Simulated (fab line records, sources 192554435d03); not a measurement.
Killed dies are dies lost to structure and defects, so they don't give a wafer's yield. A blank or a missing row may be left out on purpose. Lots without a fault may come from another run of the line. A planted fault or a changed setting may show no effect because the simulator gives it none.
Split-lot experiment | flow n5_finfet | 7 lots, 21 wafers read, on a route of 1938 steps

THE SPLIT
At N5_BEOL_M9_COAT_05 (resist thk 90 nm), the setting spin_rpm was moved away from the recipe's 1500 rpm on 9 of the 21 wafers read, by -8.1% to +11.0%. The other wafers ran this setting at the recipe's value.

The reading is taken at the split's own step.

THE READING
CAR-ArF_of_BEOL_M9_COAT_05.thk_nm (the simulator's own value, which no gauge read), in nm, at N5_BEOL_M9_COAT_05 (resist thk 90 nm). The file gives no usual value for it. The 12 wafers here that ran the recipe average 90.0 nm, standard deviation 0.27 nm.

wafer  | tool, chamber at the split | spin_rpm as run, rpm | against the recipe | CAR-ArF_of_BEOL_M9_COAT_05.thk_nm, nm | against lot-mates on the recipe
L077.2 | litho_track-03, 0          | 1500                 | recipe             | 89.6                                  | -
L077.3 | litho_track-03, 0          | 1623                 | +8.2%              | 86.4                                  | -3.2
L077.5 | litho_track-03, 0          | 1623                 | +8.2%              | 86.4                                  | -3.2
L080.2 | litho_track-04, 0          | 1500                 | recipe             | 90.2                                  | -
L080.6 | litho_track-04, 0          | 1500                 | recipe             | 90.2                                  | -
L080.4 | litho_track-04, 0          | 1665                 | +11.0%             | 85.6                                  | -4.6
L083.3 | litho_track-03, 0          | 1555                 | +3.7%              | 88.4                                  | -1.4
L083.5 | litho_track-03, 0          | 1500                 | recipe             | 89.8                                  | -
L083.6 | litho_track-03, 0          | 1500                 | recipe             | 89.8                                  | -
L090.1 | litho_track-03, 0          | 1646                 | +9.7%              | 86.2                                  | -3.8
L090.3 | litho_track-03, 0          | 1500                 | recipe             | 90                                    | -
L090.6 | litho_track-03, 0          | 1646                 | +9.7%              | 86                                    | -4.0
L095.1 | litho_track-04, 0          | 1500                 | recipe             | 90.4                                  | -
L095.2 | litho_track-04, 0          | 1500                 | recipe             | 89.8                                  | -
L095.5 | litho_track-04, 0          | 1500                 | recipe             | 90.2                                  | -
L096.2 | litho_track-04, 0          | 1500                 | recipe             | 89.8                                  | -
L096.3 | litho_track-04, 0          | 1429                 | -4.7%              | 92.2                                  | +2.1
L096.6 | litho_track-04, 0          | 1500                 | recipe             | 90.4                                  | -
L097.1 | litho_track-02, 0          | 1500                 | recipe             | 90.4                                  | -
L097.2 | litho_track-02, 0          | 1379                 | -8.1%              | 94                                    | +3.6
L097.3 | litho_track-02, 0          | 1379                 | -8.1%              | 94                                    | +3.6

THE FIT
A straight line over all 21 wafers: CAR-ArF_of_BEOL_M9_COAT_05.thk_nm changes by -0.439 nm for each +1% of spin_rpm; r = -0.99; the points scatter about the line by 0.28 nm.
The same after taking each lot's own level away (the mean of its wafers on the recipe; 21 wafers): -0.416 nm for each +1%; r = -1.00; scatter 0.17 nm.
On that fit, the largest move of spin_rpm shifts the reading by 4.6 nm.
The lots' own levels span 89.60 to 90.40 nm, that is 2.9 times the standard deviation above.
So the lot-to-lot level changes the slope little: the two slopes agree.
Check: with one of the wafers moved furthest among these (+11.0%) left out of the fit, the line predicts -4.48 nm for it against its lot-mates. It came out at -4.6 nm against them.

OTHER SPLITS ON THESE WAFERS
These wafers also went through other splits before the reading. Each is held against what the fit with the lots' levels taken away leaves over:
other split on the same wafers | wafers away from the commonest value | r with CAR-ArF_of_BEOL_M9_COAT_05.thk_nm (lot level and that fit taken away)
N5_BEOL_M8_ILD_DEP_00 time_s   | 6                                    | -0.04

THE FILE'S OWN FIT
CAR-ArF_of_BEOL_M9_COAT_05.thk_nm changes by -0.414 nm for each +1% of spin_rpm, r = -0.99.
